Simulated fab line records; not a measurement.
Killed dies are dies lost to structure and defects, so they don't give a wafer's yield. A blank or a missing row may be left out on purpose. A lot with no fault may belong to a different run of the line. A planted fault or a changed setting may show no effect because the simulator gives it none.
Chamber matching | flow n5Finfet | 4 sister chambers for N5_BEOL_M11_ALD_74 on aldMetal-01
The step deposits TaN, target thk 2 nm, pulse time 2 s, purge time 3 s. 20 wafers are shown with their chamber, then 10 later ones without.

== WAFERS, EACH WITH ITS CHAMBER ==
wafer  | chamber | heaterPowerW (W)
L076.2 | 2       | 461
L076.5 | 3       | 392
L076.6 | 0       | 396
L077.2 | 0       | 396
L077.3 | 1       | 441
L077.6 | 3       | 395
L079.1 | 2       | 459
L079.2 | 0       | 398
L079.5 | 0       | 401
L082.1 | 1       | 446
L082.2 | 0       | 403
L082.4 | 2       | 455
L085.3 | 1       | 439
L085.5 | 2       | 463
L085.6 | 3       | 385
L087.3 | 0       | 412
L087.4 | 3       | 395
L087.5 | 1       | 437
L093.2 | 3       | 390
L093.4 | 0       | 403

SIGNATURES (averages over the wafers above)
reading      | chamber 0 | chamber 1 | chamber 2 | chamber 3 | scatter within a chamber
heaterPowerW | 401.29    | 440.75    | 459.50    | 391.40    | 4.59
Rule: for each reading, subtract the chamber's mean from the wafer's reading, divide by that reading's scatter and square the result; add these up over the readings and take the root, which gives the wafer's distance from the chamber. If the next closest chamber is less than 2 further off than the closest, the wafer can't be placed; otherwise it belongs to the closest. The scatter is the square root of a quotient: the sum, over the shown wafers, of each reading's squared deviation from its chamber's mean, divided by wafers minus chambers.

== WAFERS WITHOUT THEIR CHAMBER ==
wafer  | heaterPowerW (W)
L093.6 | 387
L091.3 | 446
L091.5 | 406
L091.6 | 438
L094.3 | 385
L094.5 | 381
L094.6 | 400
L097.1 | 445
L097.3 | 451
L097.6 | 447

== THE CHAMBER EACH PASSED THROUGH ==
wafer  | from the rows above     | in truth
L093.6 | 3                       | 3
L091.3 | can't be placed: 1 or 2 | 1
L091.5 | 0                       | 0
L091.6 | 1                       | 1
L094.3 | 3                       | 3
L094.5 | 3                       | 3
L094.6 | can't be placed: 0 or 3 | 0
L097.1 | 1                       | 1
L097.3 | can't be placed: 2 or 1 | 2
L097.6 | can't be placed: 1 or 2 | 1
Correct placement for 6 of the 10. Not placeable from these rows: 4 (in 4, the candidates include the true chamber). 0 placed wrongly.
